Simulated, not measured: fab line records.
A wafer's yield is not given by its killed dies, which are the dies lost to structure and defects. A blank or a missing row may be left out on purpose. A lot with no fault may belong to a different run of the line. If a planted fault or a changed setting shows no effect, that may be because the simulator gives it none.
fab line records    flow n5-finfet
[record] lots = 5  wafers = 15  last-day = 17
route steps=1938 shown SDB@348 DUMMY_REMOVAL@377 HKMG_FIN@385 PASSIVATION@1936
lots that met no fault: from a run of the same line without faults
start-h: hours from the record's first day to the start of the lot's first wafer shown    wait-h: hours elapsed since this lot's preceding step    " unchanged from the row above    L1.1+2: one row covering several wafers at once    - no value, or no start given    * or withheld: withheld    < > ~ a bound
route shown NAME@n: names a module that has steps shown in the file, with the first one's number in the route    usual: the fault-free wafers' mean and standard deviation    same: alike in all rows    chamber/n: place in a boat    sites: the reading at each site    _std_site: the standard deviation of these    _edge_site: mean of outer sites minus mean of inner sites    radius-mm: for every site, how far away it sits from the centre of the wafer    mask NAME#n: copy n    behind: the last tool/chamber to shape the wafer    hold: why the lot was held/for how many hours/how that ended    device: whichever transistor did not switch (one of n, p or np)    end of line: tests run on the same wafers once the route is complete    a step with no rows: only its recipe    killed: dies lost to structure and defects at the first sort, not the wafer's yield    map: shows each die of a wafer: x if killed, . if not, _ if none is there
set.NAME: the setting that was run; set.NAME@STEP: the one run at that earlier step    model.NAME: the simulator's own value behind a step, which no gauge read
lots seen at some steps along the route; tables by step, rows by wafer
services: from which hour (start-h, from the record's first day; less than 0 if before it) a tool's chamber was out of use, for how many hours, and why
[[steps]]
[step N5_SDB_COAT_03]
[recipe] resist = SOC  temp-c = 250  time-s = 60  spin-rpm = 1500  resist-thk-nm = 100
[step N5_SDB_COAT_04]
[recipe] resist = SiARC  temp-c = 220  time-s = 60  spin-rpm = 1500  resist-thk-nm = 18
[step N5_SDB_COAT_05]
[recipe] resist = CAR-ArF  spin-rpm = 1500  resist-thk-nm = 90
[step N5_SDB_EBR_07]
[recipe] solvent = PGMEA  ebr-width-mm = 1.5
[step N5_SDB_SOFTBAKE_06]
[recipe] temp-c = 110  time-s = 60  resist = CAR-ArF
[step N5_SDB_EXPOSE_08]
[recipe] mask-id = SDB  na = 1.35  source-shape = conventional  sigma-outer = 0.5  polarization = unpolarized  dose-mj = 49.6
[step N5_SDB_PEB_09]
[recipe] peb-temp-c = withheld  peb-time-s = 60  resist = CAR-ArF
[step N5_SDB_DEVELOP_10]
[recipe] develop-time-s = 30  developer = TMAH  resist = CAR-ArF  rinse-liquid = diw  dry = air-spin  dev-temp-c = 23
[step N5_SDB_DESCUM_16]
[recipe] chemistry = O2  time-s = 7.9  source-power-w = 50  bias-power-w = 20  pressure-mtorr = 20  rf-frequency-hz = 2.712e+07  temp-c = 40  resist = CAR-ArF  o2-flow-sccm = 225
[step N5_SDB_ETCH_17]
[recipe] chemistry = CF4  target = SiARC  target-depth-a = 234  mask-material = CAR-ArF  time-s = 39  ion-energy-ev = 80  pressure-mtorr = 40  source-w = 545  bias-w = 36  Ar_flow_sccm = 100  cf4-flow-sccm = 100  ends = cleared
[usual] drypump-motor-current-A = 6.0/0.47  etch-rf-on-time-s = 39.3/0.5  oes-product-au = 0.66/0.062  rf-vpp-V = 184.2/1  showerhead-plenum-p-Torr = 2.16/0.064  throttle-valve-pct = 15.59/0.16
lot.wafer  tool         chamber  start-h  wait-h  drypump-motor-current-A  etch-rf-on-time-s  oes-product-au  rf-hours-counter-h  rf-vpp-V  showerhead-plenum-p-Torr  throttle-valve-pct
L755.3     rie-diel-05  2        99.33    0.0     6.6                      39.5               0.68            114                 184.0     2.15                      15.56
L755.4     "            3        "        "       5.6                      39.2               0.69            94                  184.2     2.25                      15.65
L755.5     "            3        "        "       5.6                      38.8               0.69            -                   186.0     2.25                      15.65
L756.3     rie-diel-04  1        105.99   0.0     5.7                      38.3               0.69            100                 184.7     2.15                      15.78
L756.4     "            0        "        "       6.6                      39.2               0.62            197                 182.7     2.04                      15.44
L756.6     "            0        "        "       6.7                      39.6               0.62            -                   183.9     2.04                      15.44
L769.1     rie-diel-05  3        181.04   0.0     5.5                      39.2               0.67            128                 184.7     2.24                      15.71
L769.3     "            0        "        "       5.6                      40.1               0.70            85                  183.7     2.08                      15.46
L769.5     "            0        "        "       5.6                      39.9               0.70            -                   183.3     2.08                      15.46
L772.3     rie-diel-05  0        201.28   0.0     5.6                      40.0               0.69            95                  182.9     2.08                      15.47
L772.4     "            3        "        "       5.5                      39.4               0.66            138                 184.7     2.24                      15.75
L772.5     "            1        "        "       6.2                      39.4               0.82            -                   183.6     2.20                      15.26
L773.1     rie-diel-05  0        209.55   0.0     5.6                      40.5               0.69            99                  182.7     2.08                      15.48
L773.4     "            3        "        "       5.6                      39.9               0.65            142                 184.4     2.24                      15.75
L773.6     "            2        "        "       6.6                      40.0               0.65            -                   184.2     2.14                      15.66
[step N5_SDB_ETCH_18]
[recipe] chemistry = N2/H2  target = SOC  target-depth-a = 1000  overetch-a = 200  mask-material = SiARC  temp-c = 40  time-s = 150  ion-energy-ev = 200  pressure-mtorr = 30  source-w = 840  bias-w = 150  n2-flow-sccm = 200  h2-flow-sccm = 200
[step N5_SDB_STRIP_19]
[recipe] chemistry = N2/H2  temp-c = 40  n2-flow-sccm = 200  h2-flow-sccm = 200  rf-frequency-hz = 6e+07
[step N5_SDB_STRIP_21]
[recipe] chemistry = CF4  resist = SiARC  power-w = 300  bias-power-w = 75  pressure-mtorr = 50  cf4-flow-sccm = 150  rf-frequency-hz = 6e+07
[step N5_SDB_HM_OPEN_20]
[recipe] chemistry = CH3F/O2  target = SiNx  mask-material = SOC  target-depth-a = 240  stop-on = poly-Si  over-etch-frac = 0.4  ion-energy-ev = 120  pressure-mtorr = 30  source-w = 395  bias-w = 73  Ar_flow_sccm = 150  CH3F_flow_sccm = 30  O2_flow_sccm = 20
[step N5_SDB_STRIP_22]
[recipe] chemistry = N2/H2  power-w = 1000  temp-c = 250  h2-frac = 0.65  overash-fraction = 0.3  pressure-mtorr = withheld  n2-flow-sccm = 1750  h2-flow-sccm = 3250
[step N5_SDB_PRECLEAN_23]
[recipe] chemistry = dHF  time-s = 30  temp-c = 25  dilution = withheld
[step N5_SDB_DUMMY_REMOVE_24]
[recipe] chemistry = TMAH  temp-c = 70  target = poly-Si  stop-on = SiO2  target-depth-nm = 142  conc-wt-pct = 5  time-s = 57  dry = ipa-marangoni  rinse-time-s = 30  rinse-temp-c = 23
[step N5_SDB_ETCH_25]
[recipe] chemistry = C4F6/O2  target = SiO2  target-depth-a = 100  time-s = 3.3  ion-energy-ev = 250  mask-material = SiNx  pressure-mtorr = 30  source-w = 345  bias-w = 185  Ar_flow_sccm = 300  C4F6_flow_sccm = 10  O2_flow_sccm = 10
[step N5_SDB_CUT_ETCH_26]
[recipe] chemistry = HBr/Cl2/O2  target = Si  target-depth-a = 1296  bt-time-s = 20  mask-material = SiNx  time-s = 51.8  ion-energy-ev = *  bias-w = *  pressure-mtorr = 10  icp-w = 800  HBr_flow_sccm = 150  Cl2_flow_sccm = 80  O2_flow_sccm = 12
[step N5_SDB_PRECLEAN_38]
[recipe] chemistry = dHF  time-s = 10  dilution = 750:1  temp-c = 25
[step N5_SDB_PRECLEAN_39]
[recipe] chemistry = O3/DIW  time-s = 45  temp-c = 22  o3-ppm = 10
[step N5_SDB_SRD_28]
[recipe] dry = ipa-marangoni  time-s = 30  temp-c = 23  rinse-liquid = diw
[step N5_SDB_ALD_29]
[recipe] material = SiNx  target-thk-a = 300  temp-c = 400  ald-precursor-family = SiH2I2  ald-co-reactant = N2/H2-plasma  pulse-time-s = 1  ald-cycles = 600  purge-time-s = 2  co-reactant-purge-time-s = 2  pressure-torr = 2
[step N5_SDB_CMP_30]
[recipe] stop-on = poly-Si  t-overpolish-s = 1.54  post-cmp-clean = alkaline-brush  down-force-psi = 4.1491  platen-rpm = 51.796  pad-velocity-m-s = 1.0306  target-thk-nm = 30
[step N5_DUMMY_REMOVAL_HM_STRIP_01]
[recipe] chemistry = CH3F/O2  material = SiNx  target-depth-a = 40  stop-on = poly-Si  time-s = 6.8  over-etch-frac = 0.3  ion-energy-ev = 60  power-w = 410  bias-w = 29  Ar_flow_sccm = 150  CH3F_flow_sccm = 30  O2_flow_sccm = 20
[step N5_DUMMY_REMOVAL_STRIP_10]
[recipe] chemistry = N2/H2  time-s = 40  power-w = 100  temp-c = 40  pressure-mtorr = 100  rf-frequency-hz = 6e+07  bias-power-w = 3  n2-flow-sccm = 300  h2-flow-sccm = 300
[step N5_DUMMY_REMOVAL_PRECLEAN_07]
[recipe] chemistry = dHF  time-s = 30  temp-c = 25  dilution = withheld
[step N5_DUMMY_REMOVAL_DUMMY_REMOVE_02]
[recipe] chemistry = TMAH  temp-c = 70  target = poly-Si  stop-on = SiO2  target-depth-nm = 142  conc-wt-pct = 5  time-s = 57  dry = ipa-marangoni  rinse-time-s = 30  rinse-temp-c = 23
[step N5_DUMMY_REMOVAL_PRECLEAN_08]
[recipe] chemistry = NF3:NH3  afs-cycles = 2  temp-c = 30  time-s = 20  sublimation-temp-c = 180  sublimation-time-s = 60  pressure-torr = 3  rf-power-w = 30
[step N5_DUMMY_REMOVAL_PRECLEAN_04]
[recipe] chemistry = DHF  time-s = 37  temp-c = 25  dilution = 500:1
[step N5_DUMMY_REMOVAL_SRD_05]
[recipe] dry = ipa-marangoni  do-ppb = 5  time-s = 30  temp-c = 23  rinse-liquid = diw
[step N5_HKMG_FIN_IL_REGROW_00]
[recipe] material = SiO2  target-thk-a = 7.5  chemistry = O3  temp-c = withheld  time-s = 30
[step N5_HKMG_FIN_HK_ALD_01]
[recipe] material = HfO2  target-thk-a = 16  temp-c = withheld  ald-precursor-family = HfCl4  ald-co-reactant = H2O  pulse-time-s = 3  purge-time-s = 3  co-reactant-purge-time-s = 2.5  co-reactant-pulse-time-s = 0.3  ald-cycles = 30
[step N5_HKMG_FIN_HK_ANNEAL_02]
[recipe] temp-c = 700  time-s = 30  ambient = N2  idle-temp-c = 600  ramp-up-c-per-s = 150  ramp-down-c-per-s = 60  cool-to-c = 600
[step N5_HKMG_FIN_ALD_74]
[recipe] material = La2O3  target-thk-a = 5  temp-c = 250  ald-precursor-family = La-Cp  ald-co-reactant = O3  pulse-time-s = 6  co-reactant-pulse-time-s = 1  purge-time-s = 3  co-reactant-purge-time-s = 3
[step N5_HKMG_FIN_ALD_75]
[recipe] material = Al2O3  target-thk-a = 10  temp-c = 150  ald-precursor-family = TMA  ald-co-reactant = H2O  pulse-time-s = withheld  co-reactant-pulse-time-s = 1
[step N5_PASSIVATION_PROBE_49]
[usual] defect-limited-yield = 91.3/1.5  killed_at_M0_to_M3 = 35/10  killed_at_M4_up = 13/5.3  killed-at-contacts = 12/5.7  killed-at-front-end = 39/11  killed-at-other = 3.3/2.7  killed-dies = 102/18  killed-on-rim = 13/4  killed-open = 67/13  killed-short = 34/7.8  sort_bin_5_function = 5.1/1  sort_bin_6_memory = 3.3/0.68  sort-n-pass = 1078/18  sort-yield-pct = 91.3/1.5
[same] gross-dies = 1180  killed-at-back-side = 0  sort_bin_4_leakage[%] = 0  sort_bin_8_speed[%] = 0
lot.wafer  tool       chamber  start-h  wait-h  defect-limited-yield[%]  killed_at_M0_to_M3  killed_at_M4_up  killed-at-contacts  killed-at-front-end  killed-at-other  killed-dies  killed-on-rim  killed-open  killed-short  sort_bin_5_function[%]  sort_bin_6_memory[%]  sort-n-pass  sort-yield-pct[%]
L769.1     prober-02  -        383.18   0.0     85.5                     31                  5                15                  116                  4                171          34             65           33            7.8                     4.0                   1009         85.5
L769.3     prober-02  -        383.28   0.1     93.0                     32                  7                19                  22                   3                83           7              51           31            3.8                     2.9                   1097         93.0
L769.5     prober-02  -        383.38   0.2     92.7                     25                  7                13                  33                   8                86           10             48           35            4.4                     2.7                   1094         92.7
L772.4     prober-01  -        391.44   0.2     86.0                     37                  14               12                  102                  0                165          33             74           22            8.1                     3.9                   1015         86.0
L773.4     prober-02  -        408.34   0.2     85.9                     41                  14               12                  94                   5                166          29             74           30            9.0                     3.5                   1014         85.9
// killed by level:class
L769.1 SDB:unspecified=64 FIN_SAQP:geometric-particle:open=12 MOL_CONTACT_COAG:geometric-particle:open=11 BEOL_M0_SAQP:geometric-particle:short=11 BEOL_M0_SAQP:geometric-particle:open=10 DUMMY_GATE:geometric-particle:open=7 HKMG_FIN:area-etch=7 FIN_SAQP:geometric-particle:short=6
L769.3 MOL_CONTACT_COAG:geometric-particle:open=15 BEOL_M0_SAQP:geometric-particle:short=8 BEOL_M4:geometric-particle:open=6 BEOL_M3:geometric-particle:open=6 FIN_SAQP:geometric-particle:short=4 MOL_CONTACT_COAG:geometric-particle:short=4 BEOL_M0_SAQP:geometric-particle:open=4 BEOL_M1:geometric-particle:open=4
L769.5 MOL_CONTACT_COAG:geometric-particle:open=10 FIN_SAQP:geometric-particle:short=9 BEOL_M0_SAQP:geometric-particle:short=7 BEOL_M0_SAQP:geometric-particle:open=6 BEOL_M1:geometric-particle:open=6 DUMMY_GATE:geometric-particle:open=5 STI_FIN_REVEAL:geometric-particle:open=3 GATE_CUT:geometric-particle:short=3
L772.4 SDB:unspecified=69 BEOL_M3:geometric-particle:open=14 BEOL_M1:geometric-particle:open=10 MOL_CONTACT_COAG:geometric-particle:open=10 DUMMY_GATE:geometric-particle:open=7 BEOL_M5:geometric-particle:open=6 STI_FIN_REVEAL:geometric-particle:open=5 BEOL_M0_SAQP:geometric-particle:open=4
L773.4 SDB:unspecified=60 BEOL_M2:geometric-particle:open=10 BEOL_M3:geometric-particle:open=10 BEOL_M4:geometric-particle:open=8 FIN_SAQP:geometric-particle:open=7 MOL_CONTACT_COAG:geometric-particle:open=7 BEOL_M0_SAQP:geometric-particle:short=7 DUMMY_GATE:geometric-particle:open=5
// map L769.1 (x killed, . not)
_________________............________________
______________.x.............x.._____________
___________........x.x....x.......x__________
__________x.x.x..................x.x_________
________...x.xx...x.......x..x....xxxx_______
_______.x............x......x....xxxxxx______
______.x.....x...................xxxxxxx_____
_____..x..........x..............xxxxxxxx____
____.....x..............x........xxxxxxxxx___
___.........x...x................xx.xxxxxxx__
___x.........x........x.........x..xxxxxxxx__
__...........x...x.......x..........xxxxxxxx_
__x.........x.....x....x...........x..x.x.xx_
_......xx....................x...............
_..............x.........x.........x......x..
_...............x.x...x.x...............x....
_..................................x.........
_x..................................x....x.x.
_................x..x....x.......x....x......
_.........................................xxx
_............x.....x...............x......x..
__...................................x......_
__x.xx.x.....x......xx....................x._
___..xx................x.......x...........__
___........x.x.........x...........x..x....__
____...x.............................x....___
_____x...x......x........................____
______.....x..........x................._____
_______...................x.......x....______
________..................x..x.....x.._______
__________....x..........x..x.x....x_________
___________..x.x...................__________
______________........x...x....._____________
_________________............________________
// map L772.4 (x killed, . not)
_________________............________________
______________....x............._____________
___________..x..x........xx........__________
__________.............x..........xx_________
________.........................xxxxx_______
_______.....x.x..........x.......xxxxxx______
______x.............x............x.xxxxx_____
_____.....x.............x.......xxxxxxxxx____
____.x...........................xxxxxxxxx___
___...........x......xx...........xxxxxxxxx__
___....x......x.................x..xxxxxxxx__
__.x................x...............xxxxxxxx_
__...............x..x.................xxxxx._
_...x....x.................x....x....x....x..
_.........x...........x.............x..x....x
_.............................x..............
_...x..x................x......x.............
_....x.x..x........................xx.xx.....
_.......................x.....x....x.........
_....x..........x.....x...............x......
_.................x..........................
__..............x..........................._
__.......x.x...x..x............x......xx...._
___..........x.................x...........__
___....x....x.x........x.x...x...........x.__
____.............xx......................x___
_____.......x........x.....x...x.....x...____
______...............xx....x...........x_____
_______..............................x.______
________.............................x_______
__________...x..xx.................._________
___________x....x................x.__________
______________....x..x...x......_____________
_________________xx........x.________________
[[services]]
tool         chamber  start-h  hours  kind
rie-diel-04  -        101.30   0.5    repair
rie-diel-05  2        119.71   1.5    repair
rie-diel-04  1        160.26   9.4    repair
rie-diel-05  1        168.24   -      clean
rie-diel-05  1        168.24   -      consumable-replace:esc
rie-diel-05  1        168.24   -      consumable-replace:focus-ring
rie-diel-05  1        168.24   23.1   scheduled-down
rie-diel-05  1        168.24   23.1   vent-cycle
rie-diel-04  2        175.20   -      clean
rie-diel-04  2        175.20   -      consumable-replace:focus-ring
rie-diel-04  2        175.20   17.6   scheduled-down
rie-diel-04  2        175.20   17.6   vent-cycle
[[key]]
[first-sign] step = N5_PASSIVATION_PROBE_49  reading = killed-at-front-end  direction = up  sigmas = 5.9  usual = 39  struck = 104
[effect] step = N5_PASSIVATION_PROBE_49  reading = defect-limited-yield  direction = down  sigmas = 3.6  usual = 91.3  struck = 85.8
[more-kills-born-at] N5_SDB_ETCH_17@rie-diel-05 = 193
met-at N5_SDB_ETCH_17
struck-wafers L769.1,L772.4,L773.4
onset-between 99.33 181.04
[fault] kind = chamber-particle-source  tool = rie-diel-05  chamber = 3  onset-h = 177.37  steps = N5_SDB_ETCH_17  rate-per-visit-cm2 = 1.6351  end-h = 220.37
